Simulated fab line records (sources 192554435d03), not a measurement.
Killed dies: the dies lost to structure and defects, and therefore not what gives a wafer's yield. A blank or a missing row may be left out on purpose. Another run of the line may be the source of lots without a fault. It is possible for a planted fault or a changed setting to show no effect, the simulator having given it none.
Which of the tools did it?	flow n5_finfet	66 wafers from 22 lots sampled at 6 of the route's 1938 steps

WHAT THE GAUGES READ, wafer by wafer
Not one reading of a measure or inspect step in the record can be checked against a usual standard deviation.

TOOL THAT RAN EACH LOT (tool first, then ch and the chambers of the sampled wafers, then the start)
lot	N5_BEOL_M11_DESCUM_33	N5_BEOL_M11_STRIP_36	N5_BEOL_M11_SURFACE_TREAT_76	N5_BEOL_M11_CMP_52	N5_BEOL_M12_DESCUM_15	N5_BEOL_M12_ETCH_59
L074	rie_diel-03 ch 2,3, day 11 03:02	rie_diel-03 ch 2,3, day 11 03:19	pvd_sputter-01, day 11 04:33	cmp-04 ch 0,1,3, day 11 07:02	rie_diel-06 ch 1,3, day 11 08:03	rie_diel-06 ch 1,3, day 11 08:05
L076	rie_diel-04 ch 0,1, day 11 14:41	rie_diel-04 ch 0,1, day 11 14:58	pvd_sputter-01, day 11 16:16	cmp-02 ch 2,3, day 11 17:29	rie_diel-05 ch 0,1,3, day 11 18:35	rie_diel-05 ch 0,1,3, day 11 18:37
L075	rie_diel-04 ch 1,2, day 11 15:09	rie_diel-04 ch 1,2, day 11 15:25	pvd_sputter-03, day 11 16:35	cmp-01 ch 1,2, day 11 19:03	rie_diel-06 ch 0,2, day 11 20:14	rie_diel-06 ch 0,2, day 11 20:16
L080	rie_diel-03 ch 0,1,2, day 11 18:11	rie_diel-03 ch 0,1,2, day 11 18:28	pvd_sputter-03, day 11 19:38	cmp-01 ch 1,2,3, day 11 22:23	rie_diel-01 ch 0,3, day 11 23:22	rie_diel-01 ch 0,3, day 11 23:23
L078	rie_diel-03 ch 0,1,2, day 11 21:23	rie_diel-03 ch 0,1,2, day 11 21:39	pvd_sputter-03, day 11 23:06	cmp-04 ch 1,2, day 11 23:53	rie_diel-06 ch 0,2,3, day 12 00:51	rie_diel-06 ch 0,2,3, day 12 00:53
L079	rie_diel-04 ch 0,1,2, day 11 21:33	rie_diel-04 ch 0,1,2, day 11 21:49	pvd_sputter-03, day 11 23:08	cmp-04 ch 0,1,3, day 12 00:20	rie_diel-06 ch 0,2,3, day 12 01:19	rie_diel-06 ch 0,2,3, day 12 01:22
L081	rie_diel-03 ch 2,3, day 12 22:09	rie_diel-03 ch 1,2,3, day 12 22:25	pvd_sputter-01, day 12 23:49	cmp-04 ch 0,1,3, day 13 02:55	rie_diel-06 ch 1,2, day 13 03:55	rie_diel-06 ch 1,2, day 13 03:56
L084	rie_diel-04 ch 1,3, day 13 02:35	rie_diel-04 ch 1,3, day 13 02:52	pvd_sputter-01, day 13 04:22	cmp-01 ch 0,1,3, day 13 07:39	rie_diel-06 ch 0,2,3, day 13 08:50	rie_diel-06 ch 0,2,3, day 13 08:53
L082	rie_diel-03 ch 0,3, day 13 03:44	rie_diel-03 ch 0,3, day 13 04:00	pvd_sputter-01, day 13 07:34	cmp-02 ch 0,2,3, day 13 11:53	rie_diel-06 ch 0,1,2, day 13 12:48	rie_diel-06 ch 0,1,2, day 13 12:50
L083	rie_diel-02 ch 0,1,3, day 13 07:13	rie_diel-02 ch 0,1,3, day 13 07:29	pvd_sputter-02, day 13 08:45	cmp-02 ch 0,1,2, day 13 13:12	rie_diel-01 ch 0,1,2, day 13 14:12	rie_diel-01 ch 0,1,2, day 13 14:14
L086	rie_diel-03 ch 1,2, day 14 10:25	rie_diel-03 ch 1,2, day 14 10:41	pvd_sputter-02, day 14 13:09	cmp-01 ch 0,1,3, day 14 16:08	rie_diel-01 ch 0,2,3, day 14 17:16	rie_diel-01 ch 0,2,3, day 14 17:19
L087	rie_diel-04 ch 0,2,3, day 14 15:13	rie_diel-04 ch 0,2,3, day 14 15:29	pvd_sputter-02, day 14 16:37	cmp-01 ch 0,2,3, day 14 21:04	rie_diel-01 ch 0,2,3, day 14 22:10	rie_diel-01 ch 0,2,3, day 14 22:12
L088	rie_diel-03 ch 2,3, day 14 15:26	rie_diel-03 ch 2,3, day 14 15:42	pvd_sputter-03, day 14 16:55	cmp-02 ch 1,2, day 14 21:10	rie_diel-05 ch 0,1,2, day 14 22:19	rie_diel-05 ch 0,1,2, day 14 22:22
L085	rie_diel-03 ch 1,2,3, day 14 17:42	rie_diel-03 ch 1,2,3, day 14 17:58	pvd_sputter-01, day 14 19:17	cmp-02 ch 0,2, day 14 22:04	rie_diel-06 ch 1,2, day 14 23:20	rie_diel-06 ch 1,2, day 14 23:23
L090	rie_diel-02 ch 0,2,3, day 14 18:14	rie_diel-02 ch 0,2,3, day 14 18:31	pvd_sputter-02, day 14 21:41	cmp-01 ch 1,2,3, day 14 23:36	rie_diel-01 ch 0,2,3, day 15 00:55	rie_diel-01 ch 0,2,3, day 15 00:57
L092	rie_diel-03 ch 0,1,3, day 15 04:36	rie_diel-03 ch 0,1,3, day 15 04:52	pvd_sputter-01, day 15 06:36	cmp-01 ch 0,1,3, day 15 07:32	rie_diel-01 ch 0,3, day 15 08:41	rie_diel-01 ch 0,3, day 15 08:43
L089	rie_diel-04 ch 0,2, day 15 04:49	rie_diel-04 ch 0,2, day 15 05:05	pvd_sputter-01, day 15 06:38	cmp-02 ch 1,2,3, day 15 07:23	rie_diel-06 ch 0,1,3, day 15 08:31	rie_diel-06 ch 0,1,3, day 15 08:34
L091	rie_diel-04 ch 0,1,2, day 15 15:18	rie_diel-04 ch 0,1,2, day 15 15:34	pvd_sputter-01, day 15 17:16	cmp-01 ch 1,2, day 15 18:13	rie_diel-01 ch 2,3, day 15 19:25	rie_diel-01 ch 2,3, day 15 19:27
L094	rie_diel-04 ch 0,2, day 16 02:40	rie_diel-04 ch 0,2, day 16 02:56	pvd_sputter-03, day 16 05:57	cmp-02 ch 0,3, day 16 06:45	rie_diel-05 ch 0,3, day 16 07:53	rie_diel-05 ch 0,3, day 16 07:55
L095	rie_diel-03 ch 0,2,3, day 16 02:52	rie_diel-03 ch 0,2,3, day 16 03:08	pvd_sputter-03, day 16 06:16	cmp-04 ch 0,3, day 16 07:02	rie_diel-06 ch 0,2,3, day 16 08:08	rie_diel-06 ch 0,2,3, day 16 08:10
L096	rie_diel-04 ch 0,1,2, day 16 18:39	rie_diel-04 ch 0,1,2, day 16 18:55	pvd_sputter-03, day 16 20:20	cmp-02 ch 2,3, day 17 00:10	rie_diel-05 ch 0,1,2, day 17 01:18	rie_diel-05 ch 0,1,2, day 17 01:20
L097	rie_diel-04 ch 0,1,3, day 17 13:19	rie_diel-04 ch 0,1,3, day 17 13:35	pvd_sputter-01, day 17 15:43	cmp-02 ch 0,2,3, day 17 17:21	rie_diel-01 ch 0,1,3, day 17 18:17	rie_diel-01 ch 0,1,3, day 17 18:19
- N5_BEOL_M11_DESCUM_33: chemistry O2, time 7.9 s.
- N5_BEOL_M11_STRIP_36: strips in N2/H2.
- N5_BEOL_M11_SURFACE_TREAT_76
- N5_BEOL_M11_CMP_52: polishes, stops on SiCOH lowk, t overpolish 7 s, target thk 140 nm.
- N5_BEOL_M12_DESCUM_15: chemistry O2, time 7.9 s.
- N5_BEOL_M12_ETCH_59: etches BARC in N2/H2, target depth 89 nm, overetch 26.7 nm, time 67.9 s.

WHAT THE TOOLS THEMSELVES READ (means of the sampled wafers that have a number; where no wafer has one, the mark that the record gives instead)
N5_BEOL_M11_DESCUM_33. Usual: drypump_motor_current_A 5.7 A, standard deviation 0.48; oes_product_au 0.79 a.u., standard deviation 0.1; rf_vpp_V 242.7 V, standard deviation 1.3; showerhead_plenum_p_Torr 2.07 Torr, standard deviation 0.067; throttle_valve_pct 20.3 %, standard deviation 0.3.
lot	tool	drypump_motor_current_A (A)	oes_product_au (a.u.)	rf_vpp_V (V)	showerhead_plenum_p_Torr (Torr)	throttle_valve_pct (%)	flag
L074	rie_diel-03	5.7	0.73	243.2	2.09	20.7	
L076	rie_diel-04	5.7	0.75	241.8	1.95	20.3	
L075	rie_diel-04	5.3	0.78	242.1	2.05	20.1	
L080	rie_diel-03	5.7	0.79	242.2	2.10	20.5	
L078	rie_diel-03	5.7	0.79	242.4	2.10	20.5	
L079	rie_diel-04	5.5	0.76	241.9	2.01	20.2	
L081	rie_diel-03	5.7	0.72	242.7	2.09	20.7	
L084	rie_diel-04	5.9	0.74	242.8	2.03	20.2	
L082	rie_diel-03	5.6	0.81	242.6	2.09	20.3	
L083	rie_diel-02	6.3	0.81	243.8	2.11	20.5	
L086	rie_diel-03	6.1	0.84	243.7	2.11	20.2	
L087	rie_diel-04	5.8	0.72	242.8	2.01	20.3	
L088	rie_diel-03	5.7	0.73	242.3	2.09	20.4	
L085	rie_diel-03	5.9	0.78	242.2	2.10	20.3	
L090	rie_diel-02	5.7	0.87	243.0	2.10	20.4	
L092	rie_diel-03	5.7	0.86	243.9	2.09	20.2	
L089	rie_diel-04	5.4	0.71	241.2	2.03	20.3	
L091	rie_diel-04	5.5	0.73	241.7	2.00	20.3	
L094	rie_diel-04	5.4	0.70	241.9	2.03	20.3	
L095	rie_diel-03	5.5	0.89	242.6	2.08	20.4	
L096	rie_diel-04	5.5	0.72	241.3	2.00	20.3	
L097	rie_diel-04	5.8	0.79	240.8	1.98	20.2	

N5_BEOL_M11_STRIP_36. Usual: drypump_motor_current_A 5.7 A, standard deviation 0.48; oes_product_au 0.79 a.u., standard deviation 0.1; rf_vpp_V 59.0 V, standard deviation 2; showerhead_plenum_p_Torr 2.50 Torr, standard deviation 0.077; throttle_valve_pct 23.56 %, standard deviation 0.27.
lot	tool	drypump_motor_current_A (A)	oes_product_au (a.u.)	rf_vpp_V (V)	showerhead_plenum_p_Torr (Torr)	throttle_valve_pct (%)	flag
L074	rie_diel-03	5.7	0.73	58.3	2.52	23.80	
L076	rie_diel-04	5.7	0.75	59.6	2.38	23.61	
L075	rie_diel-04	5.3	0.78	58.4	2.47	23.45	
L080	rie_diel-03	5.7	0.79	57.0	2.52	23.63	
L078	rie_diel-03	5.7	0.79	56.1	2.52	23.62	
L079	rie_diel-04	5.5	0.75	60.0	2.44	23.52	
L081	rie_diel-03	5.9	0.81	61.1	2.55	23.53	
L084	rie_diel-04	5.9	0.73	59.0	2.48	23.54	
L082	rie_diel-03	5.6	0.82	61.5	2.53	23.67	
L083	rie_diel-02	6.3	0.83	58.9	2.56	23.67	
L086	rie_diel-03	6.1	0.84	60.0	2.56	23.32	
L087	rie_diel-04	5.8	0.71	58.0	2.45	23.56	
L088	rie_diel-03	5.7	0.73	59.0	2.53	23.72	
L085	rie_diel-03	5.9	0.77	58.8	2.55	23.55	
L090	rie_diel-02	5.7	0.86	58.8	2.54	23.53	
L092	rie_diel-03	5.7	0.86	60.3	2.54	23.50	
L089	rie_diel-04	5.4	0.71	60.6	2.45	23.52	
L091	rie_diel-04	5.5	0.74	60.0	2.43	23.55	
L094	rie_diel-04	5.4	0.70	60.1	2.45	23.56	
L095	rie_diel-03	5.5	0.89	59.4	2.50	23.66	
L096	rie_diel-04	5.4	0.73	58.3	2.43	23.57	
L097	rie_diel-04	5.8	0.80	57.7	2.41	23.54	

N5_BEOL_M11_CMP_52. Usual: barrier_field_endpoint_s 28.8 s, standard deviation 0.78; motor_current_A 6.0 A, standard deviation 0.67; overpolish_run_s 7.000 s, standard deviation 0.0085; pad_life_wafers 1162, standard deviation 710; time_to_endpoint_s 65 s, standard deviation 3.6.
lot	tool	barrier_field_endpoint_s (s)	motor_current_A (A)	overpolish_run_s (s)	pad_life_wafers	time_to_endpoint_s (s)	flag
L074	cmp-04	28.2	6.3	7.010	1317	61	
L076	cmp-02	29.4	5.5	6.995	1297	67	
L075	cmp-01	28.5	6.2	7.003	2070	64	
L080	cmp-01	28.0	6.7	7.001	2108	61	
L078	cmp-04	28.5	5.9	7.006	1466	65	
L079	cmp-04	29.3	6.5	7.002	1478	66	
L081	cmp-04	28.9	6.2	7.000	1682	66	
L084	cmp-01	28.4	6.2	6.991	182	64	
L082	cmp-02	28.5	5.6	7.003	1593	64	
L083	cmp-02	28.6	5.4	6.998	1598	65	
L086	cmp-01	28.8	6.1	6.999	458	66	
L087	cmp-01	28.3	6.3	7.000	505	62	
L088	cmp-02	29.0	5.2	7.006	1790	67	
L085	cmp-02	29.3	5.6	7.000	1801	63	
L090	cmp-01	27.9	6.8	6.997	529	61	
L092	cmp-01	28.6	6.2	6.990	590	65	
L089	cmp-02	29.4	5.3	6.990	1903	68	
L091	cmp-01	28.4	6.5	7.005	678	62	
L094	cmp-02	29.5	5.3	6.998	2016	68	
L095	cmp-04	29.9	6.9	6.994	204	65	
L096	cmp-02	30.0	5.6	7.005	80	69	
L097	cmp-02	29.3	5.4	6.999	242	66	

N5_BEOL_M12_DESCUM_15. Usual: drypump_motor_current_A 5.8 A, standard deviation 0.58; oes_product_au 0.79 a.u., standard deviation 0.087; rf_vpp_V 242.9 V, standard deviation 1.4; showerhead_plenum_p_Torr 2.08 Torr, standard deviation 0.077; throttle_valve_pct 20.36 %, standard deviation 0.27.
lot	tool	drypump_motor_current_A (A)	oes_product_au (a.u.)	rf_vpp_V (V)	showerhead_plenum_p_Torr (Torr)	throttle_valve_pct (%)	flag
L074	rie_diel-06	5.5	0.87	242.8	2.10	20.22	
L076	rie_diel-05	6.0	0.72	242.4	2.05	20.61	
L075	rie_diel-06	5.7	0.77	242.4	2.01	20.30	
L080	rie_diel-01	6.0	0.93	244.6	2.16	19.99	
L078	rie_diel-06	5.5	0.75	241.9	2.00	20.38	
L079	rie_diel-06	5.5	0.75	241.7	2.00	20.38	
L081	rie_diel-06	5.6	0.86	243.7	2.10	20.18	
L084	rie_diel-06	5.5	0.74	242.3	2.00	20.39	
L082	rie_diel-06	5.8	0.80	242.3	2.05	20.36	
L083	rie_diel-01	6.1	0.77	243.9	2.12	20.41	
L086	rie_diel-01	6.3	0.83	243.4	2.14	20.20	
L087	rie_diel-01	6.3	0.82	243.8	2.14	20.21	
L088	rie_diel-05	5.6	0.82	243.4	2.09	20.47	
L085	rie_diel-06	5.6	0.84	243.2	2.09	20.21	
L090	rie_diel-01	6.3	0.82	244.0	2.14	20.21	
L092	rie_diel-01	6.1	0.86	244.9	2.18	20.03	
L089	rie_diel-06	5.7	0.76	242.3	2.04	20.46	
L091	rie_diel-01	6.4	0.76	242.9	2.09	20.40	
L094	rie_diel-05	5.7	0.91	243.4	2.17	20.20	
L095	rie_diel-06	5.5	0.71	241.6	1.99	20.43	
L096	rie_diel-05	5.6	0.79	242.7	2.08	20.49	
L097	rie_diel-01	5.8	0.78	243.6	2.12	20.29	

N5_BEOL_M12_ETCH_59. Usual: drypump_motor_current_A 5.8 A, standard deviation 0.58; oes_product_au 0.67 a.u., standard deviation 0.067; rf_vpp_V 523.4 V, standard deviation 2.7; showerhead_plenum_p_Torr 2.53 Torr, standard deviation 0.093; throttle_valve_pct 17.86 %, standard deviation 0.22.
lot	tool	drypump_motor_current_A (A)	oes_product_au (a.u.)	rf_vpp_V (V)	showerhead_plenum_p_Torr (Torr)	throttle_valve_pct (%)	flag
L074	rie_diel-06	5.5	0.74	523.7	2.56	17.74	
L076	rie_diel-05	6.0	0.61	521.4	2.50	18.12	
L075	rie_diel-06	5.7	0.67	521.2	2.45	17.80	
L080	rie_diel-01	6.0	0.78	526.4	2.63	17.52	
L078	rie_diel-06	5.5	0.65	521.0	2.44	17.91	
L079	rie_diel-06	5.5	0.65	520.7	2.44	17.90	
L081	rie_diel-06	5.6	0.73	524.0	2.56	17.68	
L084	rie_diel-06	5.5	0.63	520.8	2.44	17.91	
L082	rie_diel-06	5.8	0.68	522.3	2.49	17.84	
L083	rie_diel-01	6.1	0.66	525.0	2.58	17.91	
L086	rie_diel-01	6.3	0.70	525.0	2.60	17.71	
L087	rie_diel-01	6.3	0.69	525.2	2.60	17.73	
L088	rie_diel-05	5.6	0.69	523.4	2.53	17.88	
L085	rie_diel-06	5.6	0.71	523.4	2.55	17.72	
L090	rie_diel-01	6.3	0.70	525.2	2.60	17.73	
L092	rie_diel-01	6.1	0.73	526.8	2.66	17.63	
L089	rie_diel-06	5.7	0.65	521.5	2.48	17.94	
L091	rie_diel-01	6.5	0.65	524.5	2.54	17.81	
L094	rie_diel-05	5.8	0.76	526.0	2.64	17.68	
L095	rie_diel-06	5.5	0.62	519.9	2.43	17.96	
L096	rie_diel-05	5.6	0.67	523.1	2.52	17.91	
L097	rie_diel-01	5.8	0.67	524.5	2.59	17.83	

THE ANSWER, worked out from the rows above alone
Rule: a lot counts as off when the mean over its wafers that have a number is more than 3 standard deviations away from the usual mean. A lot without any number at a reading at which 4 lots or more have one is off too. The other lots that the step has rows for count as sound. First the gauges in route order, then the tools' own readings, where a lot's mean is used as printed above. At the first step where some lot is off, the reading lying furthest off is the one used; lots without a number count as furthest.
No lot is off at any reading shown: from this, nothing can be told.

WHAT THE SIMULATOR HAD INSERTED
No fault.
